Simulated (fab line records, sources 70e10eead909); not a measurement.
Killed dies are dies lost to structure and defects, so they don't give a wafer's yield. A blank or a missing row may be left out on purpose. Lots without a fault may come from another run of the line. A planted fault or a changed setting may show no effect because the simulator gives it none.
One fault seen from 2 desks | flow nand_harc | each desk has only its own numbers; what lay behind them comes last

THE DEFECT DESK
What the inspections along the route counted, lot by lot: means of the sampled wafers that have a number. A lot is out of limits, marked OUT, if its mean lies more than 4 standard deviations from the usual mean; the brackets give that distance.
Columns: A = raw_defect_count at NHARC_A_CONTACT_INSPECT_71, usual 84
lot  | first seen here | A
L940 | day 22 00:40    | 16
L941 | day 22 06:40    | 113
L943 | day 22 22:37    | 110
L944 | day 22 23:50    | 20
L947 | day 25 01:16    | 119
L954 | day 28 02:02    | 111
L953 | day 28 02:04    | 72
L955 | day 28 11:05    | 99
L956 | day 28 17:43    | 119
L959 | day 29 09:59    | 67
L958 | day 29 14:25    | 69
L960 | day 30 17:20    | 113
L961 | day 31 03:19    | 94
This desk's finding: nothing out of limits on any of the 13 lots.

THE TOOL OWNER'S DESK: har_cap_etch-02
The tool's own readings at NHARC_A_CONTACT_ETCH_130 (etches the open film in C4F8/O2/Ar, time 197 s, target depth 1918 nm): means of the sampled wafers that have a number, for each lot that ran on this tool. A lot is out of limits, marked OUT, if its mean lies more than 4 standard deviations from the usual mean; the brackets give that distance.
Columns: A = chamber_pressure_mTorr at NHARC_A_CONTACT_ETCH_130, usual 20.001 mTorr; B = oes_air_line_au at NHARC_A_CONTACT_ETCH_130, usual 0.997 a.u.
lot  | first seen here | A      | B
L940 | day 22 03:26    | 19.998 | 0.987
L943 | day 23 01:20    | 20.008 | 0.999
L947 | day 25 04:00    | 20.011 | 0.981
L959 | day 29 12:46    | 19.997 | 0.991
This desk's finding: nothing out of limits on any of the 4 lots.

PUT TOGETHER
The defect desk saw nothing out of limits.
The tool owner's desk saw nothing out of limits.

WHAT THE SIMULATOR HAD PUT IN
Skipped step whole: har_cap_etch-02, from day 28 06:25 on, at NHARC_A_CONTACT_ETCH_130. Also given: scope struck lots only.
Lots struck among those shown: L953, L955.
